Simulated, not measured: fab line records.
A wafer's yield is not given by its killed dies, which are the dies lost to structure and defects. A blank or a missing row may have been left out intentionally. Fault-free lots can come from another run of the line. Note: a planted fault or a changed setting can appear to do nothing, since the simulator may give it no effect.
Split-lot trial -- flow n5 finfet -- 7 lots, 21 wafers read, on a route of 1938 steps

THE SPLIT
At N5_DUMMY_GATE_COAT_28 (time 60 s, resist thk 10 nm), the setting spin rpm was moved away from the recipe's 1500 rpm on 8 of the 21 wafers read, by -9.9% to +11.1%. All remaining wafers had this setting at the recipe value.

The reading is taken at the split's own step.

THE READING
underlayer_of_DUMMY_GATE_COAT_28.thk nm (the simulator's own value, which no gauge read), in nm, at N5_DUMMY_GATE_COAT_28 (time 60 s, resist thk 10 nm). There is no usual value for it anywhere in the file.

wafer,"tool, chamber at the split","spin rpm as run, rpm",against the recipe,"underlayer_of_DUMMY_GATE_COAT_28.thk nm, nm",against lot-mates on the recipe
L074.4,"litho track-02, 0",1500,recipe,10,-
L074.5,"litho track-02, 0",1500,recipe,10,-
L074.6,"litho track-02, 0",1500,recipe,10,-
L081.1,"litho track-02, 0",1500,recipe,10,-
L081.5,"litho track-02, 0",1666,+11.1%,9.4,-0.6
L081.6,"litho track-02, 0",1666,+11.1%,9.4,-0.6
L084.2,"litho track-05, 0",1351,-9.9%,10.6,no lot-mate on the recipe
L084.4,"litho track-05, 0",1351,-9.9%,10.6,no lot-mate on the recipe
L084.6,"litho track-05, 0",1351,-9.9%,10.6,no lot-mate on the recipe
L086.2,"litho track-01, 0",1500,recipe,10,-
L086.3,"litho track-01, 0",1500,recipe,10,-
L086.4,"litho track-01, 0",1500,recipe,10,-
L088.2,"litho track-02, 0",1500,recipe,10,-
L088.4,"litho track-02, 0",1500,recipe,10,-
L088.6,"litho track-02, 0",1583,+5.5%,9.8,-0.2
L093.1,"litho track-02, 0",1500,recipe,10,-
L093.3,"litho track-02, 0",1500,recipe,10,-
L093.2,"litho track-02, 0",1655,+10.3%,9.6,-0.4
L094.2,"litho track-01, 0",1500,recipe,10,-
L094.4,"litho track-01, 0",1500,recipe,10,-
L094.3,"litho track-01, 0",1384,-7.7%,10.4,+0.4

FIT RESULTS
A straight line over all 21 wafers: underlayer_of_DUMMY_GATE_COAT_28.thk nm changes by -0.0535 nm for each +1% of spin rpm; r = -0.99; the points scatter about the line by 0.045 nm.
The same after taking each lot's own level away (the mean of its wafers on the recipe; 18 wafers): -0.0492 nm for each +1%; r = -0.99; scatter 0.038 nm.
According to that fit, moving spin rpm by its largest amount changes the reading by 0.54 nm.
The lots' own levels span 10.00 to 10.00 nm.
Consequently the slope shifts little with the lot-to-lot level, the two slopes agreeing.
Check: for one of the wafers moved furthest among these (+11.1%), held out of the fit, the line's prediction against its lot-mates is -0.516 nm. It came out at -0.6 nm against them.

OTHER SPLITS APPLIED TO THESE WAFERS
These wafers also went through other splits before the reading. Each is held against what the fit with the lots' levels taken away leaves over:
other split on the same wafers,wafers away from the commonest value,r with underlayer_of_DUMMY_GATE_COAT_28.thk nm (lot level and that fit taken away)
N5_FIN_CUT_COAT_19 time s,5,-0.15

FILE'S OWN FIT
underlayer_of_DUMMY_GATE_COAT_28.thk nm changes by -0.0468 nm for each +1% of spin rpm, r = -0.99.
